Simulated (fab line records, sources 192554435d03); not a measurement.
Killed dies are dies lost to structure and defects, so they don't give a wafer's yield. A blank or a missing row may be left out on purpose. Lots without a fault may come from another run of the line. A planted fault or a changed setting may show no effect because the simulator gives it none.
fab line records | flow n5_finfet
record lots=9 wafers=26 last_day=20
route steps=1938 shown BEOL_M0_SAQP@677 BEOL_M4@1111 PASSIVATION@1936
lots that met no fault: from a run of the same line without faults
start_h: hours from the record's first day to the start of the lot's first wafer shown | wait_h: hours since the lot's step before | " the same as in the row above | L1.1+2: a row that stands for several wafers | - no value, or no start given | * or withheld: withheld | < > ~ a bound
route shown NAME@n: a module of which the file shows steps, and the number in the route of the first | usual: mean/standard deviation of fault-free wafers | same: alike in all rows | chamber/n: place in a boat | sites: the reading at each site | _std_site: their standard deviation | _edge_site: outer sites' mean less inner sites' | radius_mm: how far each site lies from the wafer's centre | mask NAME#n: copy n | behind: the tool/chamber that last shaped the wafer | hold: why the lot was held/for how many hours/how that ended | device: the transistor (n, p or np) that didn't switch | end of line: the same wafers' tests at the end of the route | a step without rows: its recipe alone | killed: dies lost to structure and defects at the first sort, not the wafer's yield | map: a wafer's dies, x killed, . not, _ none there
set.NAME: the setting as run; set.NAME@STEP: as run at that earlier step | model.NAME: the simulator's own value behind a step, which no gauge read
steps of the route over a sample of lots; a table a step, a row a wafer
services: from which hour (start_h, from the record's first day; less than 0 if before it) a tool's chamber was out of use, for how many hours, and why
## steps
# step N5_BEOL_M0_SAQP_SPACER2_ETCHBACK_27
# recipe chemistry=CHF3/O2 mode=anisotropic_etchback target=SiO2 target_depth_a=225 time_s=11.25 pressure_mtorr=30 source_w=650 bias_w=170 Ar_flow_sccm=200 CHF3_flow_sccm=50 O2_flow_sccm=5 ion_energy_ev=200
# usual drypump_motor_current_A=5.6/0.34 mfc_ar_sccm=200.1/0.63 oes_product_au=0.80/0.076 rf_vpp_V=522/14 showerhead_plenum_p_Torr=2.41/0.091 throttle_valve_pct=18.88/0.2
# columns lot.wafer tool chamber start_h wait_h drypump_motor_current_A mfc_ar_sccm oes_product_au rf_hours_counter_h rf_vpp_V showerhead_plenum_p_Torr throttle_valve_pct
L193.1 rie_diel-02 0 132.55 0.3 5.5 199.8 0.82 86 508 2.34 18.67
L193.3 " 2 " " 5.5 199.5 0.77 165 505 2.41 18.90
L193.6 " 1 " " 5.4 199.3 0.89 - 534 2.55 18.64
L195.1 rie_diel-03 1 150.05 0.5 6.5 201.0 0.78 144 531 2.41 18.90
L195.3 " 2 " " 5.4 201.4 0.69 209 527 2.49 19.04
L195.6 " 1 " " 6.4 199.7 0.78 - 531 2.41 18.87
L196.2 rie_diel-06 3 154.26 0.3 5.8 199.1 0.72 192 515 2.40 19.08
L196.3 " 0 " " 5.5 201.1 0.95 10 511 2.36 18.49
L196.4 " 1 " " 5.4 199.5 0.86 55 550 2.47 19.01
L197.2 rie_diel-06 3 157.31 0.3 5.8 199.5 0.71 192 517 2.40 19.09
L197.4 " 2 " " 5.9 199.4 0.80 98 506 2.24 18.83
L197.5 " 2 " " 5.8 200.5 0.80 - 506 2.24 18.85
L198.2 rie_diel-03 2 167.67 0.3 5.4 199.7 0.69 214 526 2.49 19.05
L198.5 " 3 " " 4.9 199.9 0.76 - 525 2.50 19.23
L198.6 " 2 " " 5.4 200.9 0.70 - 525 2.49 19.05
L200.1 rie_diel-06 2 175.80 0.3 5.9 201.5 0.79 103 506 2.24 18.84
L200.2 " 1 " " 5.4 199.4 0.85 62 547 2.47 19.02
L200.4 " 3 " " 5.8 200.8 0.71 195 517 2.39 19.08
L208.3 rie_diel-02 0 227.79 0.3 5.5 200.0 0.78 112 508 2.33 18.72
L208.6 " 1 " " 5.4 200.0 0.85 - 532 2.54 18.68
L211.2 rie_diel-06 1 249.70 0.3 5.4 200.4 0.82 81 548 2.46 19.06
L211.3 " 0 " " 5.5 200.3 0.89 36 510 2.35 18.49
L211.4 " 2 " " 5.8 199.1 0.77 121 506 2.23 18.86
L212.1 rie_diel-03 0 255.15 0.3 6.0 200.2 0.82 53 538 2.44 18.77
L212.4 " 3 " " 4.9 199.9 0.74 188 526 2.49 19.25
L212.6 " 0 " " 6.0 199.8 0.83 - 536 2.44 18.76
# step N5_BEOL_M0_SAQP_CD_MEAS_29
# recipe target_cd_nm=14.4 landing_energy_ev=1000 detector=se_inlens
# usual cd_nm=14.99/0.26
# columns lot.wafer tool chamber start_h wait_h cd_nm
L193.1 cd_sem-03 0 132.75 0.1 15.16
L193.3 " 0 " " 14.72
L193.6 " 0 " " 15.02
L195.1 cd_sem-02 0 150.25 0.1 14.86
L195.3 " 0 " " 14.88
L195.6 " 0 " " 15.03
L196.2 cd_sem-01 0 154.46 0.1 14.70
L196.3 " 0 " " 15.03
L196.4 " 0 " " 15.03
L197.2 cd_sem-03 0 157.51 0.1 14.82
L197.4 " 0 " " 14.89
L197.5 " 0 " " 15.00
L198.2 cd_sem-02 0 167.87 0.1 14.98
L198.5 " 0 " " 15.11
L198.6 " 0 " " 14.98
L200.1 cd_sem-01 0 176.00 0.1 14.72
L200.2 " 0 " " 14.80
L200.4 " 0 " " 14.61
L208.3 cd_sem-03 0 228.00 0.1 15.09
L208.6 " 0 " " 15.12
L211.2 cd_sem-03 0 249.90 0.1 15.18
L211.3 " 0 " " 14.77
L211.4 " 0 " " 14.63
L212.1 cd_sem-02 0 255.35 0.1 14.77
L212.4 " 0 " " 14.55
L212.6 " 0 " " 15.12
# step N5_BEOL_M0_SAQP_ETCH_88
# recipe chemistry=N2/H2 target=underlayer target_depth_a=65 time_s=5.2 ion_energy_ev=200 mask_material=CAR-EUV pressure_mtorr=30 source_w=840 bias_w=150 n2_flow_sccm=200 h2_flow_sccm=200 ends=cleared
# usual drypump_motor_current_A=5.7/0.44 etch_rf_on_time_s=5.21/0.2 oes_product_au=0.67/0.057 rf_vpp_V=524.5/2.6 showerhead_plenum_p_Torr=2.56/0.083 throttle_valve_pct=17.87/0.2
# columns lot.wafer tool chamber start_h wait_h drypump_motor_current_A etch_rf_on_time_s oes_product_au rf_hours_counter_h rf_vpp_V showerhead_plenum_p_Torr throttle_valve_pct
L193.1 rie_diel-03 2 133.34 0.0 5.4 5.14 0.60 204 526.6 2.62 17.92
L193.3 " 0 " " 6.0 5.40 0.75 21 523.8 2.63 18.03
L193.6 " 3 " " 4.9 5.07 0.66 - 526.2 2.65 18.23
L195.1 rie_diel-03 0 150.84 0.0 6.0 5.46 0.75 25 522.8 2.63 17.99
L195.3 " 1 " " 6.5 5.27 0.67 144 525.7 2.54 17.72
L195.6 " 1 " " 6.5 5.26 0.66 - 522.4 2.54 17.73
L196.2 rie_diel-03 2 154.92 0.0 5.4 5.16 0.61 211 526.6 2.61 17.89
L196.3 " 3 " " 4.9 5.06 0.65 169 528.3 2.64 18.24
L196.4 " 1 " " 6.5 5.25 0.66 146 524.7 2.54 17.74
L197.2 rie_diel-03 2 158.17 0.0 5.4 5.11 0.60 212 526.8 2.61 17.92
L197.4 " 0 " " 6.0 5.47 0.74 27 526.4 2.63 18.02
L197.5 " 2 " " 5.4 5.07 0.61 - 525.1 2.61 17.93
L198.2 rie_diel-03 3 168.52 0.0 4.9 5.02 0.65 173 525.4 2.64 18.25
L198.5 " 0 " " 6.0 5.42 0.74 - 525.8 2.63 18.04
L198.6 " 3 " " 4.9 5.00 0.65 - 528.1 2.64 18.23
L200.1 rie_diel-03 3 176.63 0.0 4.9 5.08 0.65 174 527.0 2.64 18.25
L200.2 " 2 " " 5.4 5.14 0.60 217 526.0 2.61 17.92
L200.4 " 0 " " 6.0 5.49 0.74 32 524.5 2.63 18.04
L208.3 rie_diel-02 1 228.64 0.0 5.4 4.94 0.72 76 526.3 2.67 17.59
L208.6 " 0 " " 5.5 5.43 0.66 - 522.3 2.47 17.84
L211.2 rie_diel-03 3 250.50 0.0 4.9 5.15 0.63 186 527.2 2.64 18.26
L211.3 " 0 " " 6.0 5.55 0.70 52 525.6 2.62 18.06
L211.4 " 2 " " 5.4 5.22 0.58 236 526.0 2.60 17.93
L212.1 rie_diel-06 2 255.85 0.0 5.9 5.46 0.66 124 516.7 2.36 17.96
L212.4 " 0 " " 5.5 5.20 0.76 38 522.9 2.49 17.54
L212.6 " 1 " " 5.4 5.27 0.69 - 523.4 2.55 17.67
# step N5_BEOL_M0_SAQP_ETCH_73
# recipe chemistry=CF4 target=SiARC target_depth_a=195 mask_material=CAR-EUV time_s=32.5 ion_energy_ev=80 pressure_mtorr=40 source_w=545 bias_w=36 Ar_flow_sccm=100 cf4_flow_sccm=100 ends=cleared
# usual drypump_motor_current_A=5.7/0.44 etch_rf_on_time_s=32.6/1.2 mfc_ar_sccm=99.95/0.29 oes_product_au=0.67/0.057 rf_vpp_V=184.2/1.2 showerhead_plenum_p_Torr=2.16/0.067 throttle_valve_pct=15.61/0.18
# columns lot.wafer tool chamber start_h wait_h drypump_motor_current_A etch_rf_on_time_s mfc_ar_sccm oes_product_au rf_hours_counter_h rf_vpp_V showerhead_plenum_p_Torr throttle_valve_pct
L193.1 rie_diel-03 2 133.35 0.0 5.4 32.5 99.76 0.60 204 184.0 2.19 15.60
L193.3 " 0 " " 6.0 34.2 100.17 0.74 21 184.4 2.19 15.48
L193.6 " 3 " " 4.9 32.1 100.14 0.65 - 184.0 2.22 15.89
L195.1 rie_diel-03 0 150.85 0.0 6.0 34.0 100.34 0.75 25 184.7 2.19 15.49
L195.3 " 1 " " 6.4 32.7 100.02 0.66 144 184.6 2.15 15.66
L195.6 " 1 " " 6.4 32.5 99.85 0.67 - 184.1 2.15 15.66
L196.2 rie_diel-03 2 154.94 0.0 5.4 32.4 100.24 0.60 211 185.7 2.19 15.62
L196.3 " 3 " " 4.9 32.0 100.02 0.65 169 185.0 2.22 15.90
L196.4 " 1 " " 6.5 32.8 99.86 0.66 146 183.8 2.15 15.66
L197.2 rie_diel-03 2 158.19 0.0 5.4 32.5 100.06 0.60 212 185.0 2.19 15.61
L197.4 " 0 " " 6.0 34.3 100.21 0.74 27 185.1 2.19 15.50
L197.5 " 2 " " 5.4 32.6 99.78 0.59 - 186.7 2.19 15.64
L198.2 rie_diel-03 3 168.54 0.0 4.9 31.3 99.65 0.66 173 184.6 2.22 15.92
L198.5 " 0 " " 6.0 34.4 100.02 0.74 - 184.0 2.19 15.49
L198.6 " 3 " " 4.9 38.5 99.46 0.59 - 184.9 2.22 15.89
L200.1 rie_diel-03 3 176.64 0.0 4.9 38.4 100.04 0.59 174 184.8 2.22 15.90
L200.2 " 2 " " 5.4 32.4 99.68 0.59 217 185.5 2.19 15.65
L200.4 " 0 " " 6.0 34.3 99.76 0.73 32 186.1 2.19 15.49
L208.3 rie_diel-02 1 228.65 0.0 5.4 31.2 100.17 0.72 76 185.5 2.26 15.41
L208.6 " 0 " " 5.5 33.6 99.72 0.67 - 183.0 2.06 15.43
L211.2 rie_diel-03 3 250.52 0.0 4.9 31.2 99.31 0.65 186 185.1 2.22 15.92
L211.3 " 0 " " 6.0 33.8 99.97 0.71 52 185.1 2.18 15.53
L211.4 " 2 " " 5.4 32.3 100.09 0.58 236 184.7 2.18 15.67
L212.1 rie_diel-06 2 255.87 0.0 5.8 33.5 100.04 0.66 124 182.2 1.99 15.65
L212.4 " 0 " " 5.5 32.5 99.60 0.76 38 183.2 2.09 15.24
L212.6 " 1 " " 5.4 33.3 100.24 0.70 - 185.0 2.17 15.65
# step N5_BEOL_M4_RC_MEAS_101
# usual DIBL_N=36.5/2.1 DIBL_P=36.6/2.6 IOFF_N=0.17/0.044 IOFF_P=0.21/0.048 ION_N=674/17 ION_P=462/9.5 SS_N=71.6/0.77 SS_P=73.5/0.72 VT_N=250/4.2 VT_P=-250/3.9
# columns lot.wafer tool chamber start_h wait_h DIBL_N[mV/V] DIBL_P[mV/V] IOFF_N[nA/um] IOFF_P[nA/um] ION_N[uA/um] ION_P[uA/um] SS_N[mV/dec] SS_P[mV/dec] VT_N[mV] VT_P[mV]
L193.1 prober-01 0 222.07 0.0 41.7 40.4 0.31 0.35 707 476 73.8 74.9 241 -242
L193.3 " 0 " " 34.2 32.3 0.13 0.19 678 467 70.7 72.7 251 -250
L193.6 " 0 " " 40.5 40.5 0.29 0.34 703 475 72.2 74.8 241 -243
L197.2 prober-02 0 250.70 0.2 35.6 36.7 0.16 0.20 667 461 71.5 73.4 247 -250
L197.4 " 0 " " 36.0 35.2 0.15 0.17 651 445 72.3 73.0 253 -253
L197.5 " 0 " " 32.7 32.9 0.11 0.16 653 454 70.0 73.2 254 -254
L198.2 prober-01 0 252.24 0.2 36.6 35.0 0.16 0.21 691 467 71.0 73.7 253 -253
L198.5 " 0 " " 33.9 31.8 0.13 0.16 673 461 70.8 72.6 255 -253
L198.6 " 0 " " 36.9 35.7 0.18 0.22 697 473 71.7 73.7 249 -250
L196.2 prober-02 0 257.03 0.2 35.0 34.2 0.13 0.15 644 440 71.1 72.1 253 -258
L196.3 " 0 " " 42.0 43.0 0.28 0.29 704 470 73.0 74.2 241 -251
L196.4 " 0 " " 34.9 33.9 0.13 0.16 676 457 71.1 73.0 249 -253
L195.1 prober-01 0 261.62 0.0 39.1 39.4 0.21 0.24 694 469 72.9 74.1 247 -248
L195.3 " 0 " " 37.9 39.1 0.18 0.23 666 461 72.4 73.7 250 -251
L195.6 " 0 " " 34.6 33.8 0.12 0.17 664 457 70.8 73.6 255 -254
L200.1 prober-01 0 275.72 0.0 37.5 38.5 0.20 0.23 679 457 71.9 74.0 246 -251
L200.2 " 0 " " 33.3 34.1 0.12 0.17 659 454 70.4 72.7 252 -254
L200.4 " 0 " " 39.0 39.8 0.23 0.25 682 466 72.8 74.5 246 -247
L208.3 prober-01 0 317.52 0.3 36.3 36.1 0.14 0.17 664 456 72.5 73.6 254 -256
L208.6 " 0 " " 35.6 35.6 0.12 0.15 648 443 71.6 73.0 254 -259
L211.2 prober-02 0 339.48 0.2 34.4 33.6 0.13 0.17 667 457 70.5 72.3 250 -251
L211.3 " 0 " " 36.6 36.6 0.17 0.22 691 472 71.7 73.8 249 -248
L211.4 " 0 " " 37.4 37.9 0.18 0.24 679 468 71.6 73.5 250 -246
L212.1 prober-01 0 349.42 0.0 34.9 36.2 0.12 0.17 664 459 71.3 73.3 257 -256
L212.4 " 0 " " 37.3 38.6 0.16 0.21 671 469 71.8 74.0 252 -251
L212.6 " 0 " " 35.3 35.4 0.13 0.16 666 453 71.5 72.8 255 -258
# step N5_PASSIVATION_PROBE_49
# usual defect_limited_yield=91.2/1.5 killed_at_M0_to_M3=36/10 killed_at_M4_up=14/5.2 killed_at_contacts=12/6 killed_at_front_end=37/10 killed_at_other=4/3.3 killed_dies=104/18 killed_open=68/14 killed_short=34/7.4 sort_bin_4_leakage=0.01/0.04 sort_bin_5_function=5.2/1 sort_bin_6_memory=3.3/0.7 sort_bin_8_speed=0.01/0.045 sort_n_pass=1076/18 sort_yield_pct=91.2/1.5
# same gross_dies=1180 killed_at_back_side=0
# columns lot.wafer tool chamber start_h wait_h defect_limited_yield[%] killed_at_M0_to_M3 killed_at_M4_up killed_at_contacts killed_at_front_end killed_at_other killed_dies killed_open killed_short sort_bin_4_leakage[%] sort_bin_5_function[%] sort_bin_6_memory[%] sort_bin_8_speed[%] sort_n_pass sort_yield_pct[%]
L198.5 prober-02 - 347.51 0.2 90.4 34 15 12 37 15 113 58 42 0 6.1 3.1 0 1067 90.4
# killed by level:class
L198.5 PASSIVATION:area_etch=12 FIN_SAQP:geometric_particle:open=9 BEOL_M1:geometric_particle:open=8 BEOL_M0_SAQP:geometric_particle:short=7 BEOL_M3:geometric_particle:open=6 ILD0:geometric_particle:short=6 MOL_CONTACT_COAG:geometric_particle:short=6 MOL_CONTACT_COAG:geometric_particle:open=6
## services
# columns tool chamber start_h hours kind
rie_diel-02 0 109.46 16.2 repair
rie_diel-02 3 114.40 6.5 repair
rie_diel-03 1 114.46 10.7 repair
rie_diel-03 3 139.89 3.5 repair
rie_diel-02 2 162.48 6.6 repair
rie_diel-06 3 163.11 4.1 repair
rie_diel-03 3 200.07 23.7 repair
rie_diel-03 2 220.43 3.6 repair
rie_diel-02 3 230.01 2.4 repair
rie_diel-02 0 252.10 6.5 repair
## key
first_sign step=N5_BEOL_M0_SAQP_ETCH_73 reading=etch_rf_on_time_s direction=up sigmas=4.9 usual=* struck=*
effect none on later readings
met_at N5_BEOL_M0_SAQP_ETCH_73
struck_lots L198,L200
struck_wafers L198.6,L200.1
baseline_loss step=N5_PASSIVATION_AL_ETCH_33 wafers=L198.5
not_acting_at N5_BEOL_M0_SAQP_SPACER2_ETCHBACK_27,N5_BEOL_M0_SAQP_CD_MEAS_29,N5_BEOL_M0_SAQP_ETCH_88
onset_between 158.19 168.54
fault kind=process_parameter_drift tool=rie_diel-03 chamber=- onset_h=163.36 steps=N5_BEOL_M0_SAQP_ETCH_73 channel=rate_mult offset=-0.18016 shape=step end_h=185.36 scope=struck_wafers_only
# baseline_loss: these wafers lose ten dies or more at that step, a loss of the line's own and not of a fault; the sort's usual values leave them out
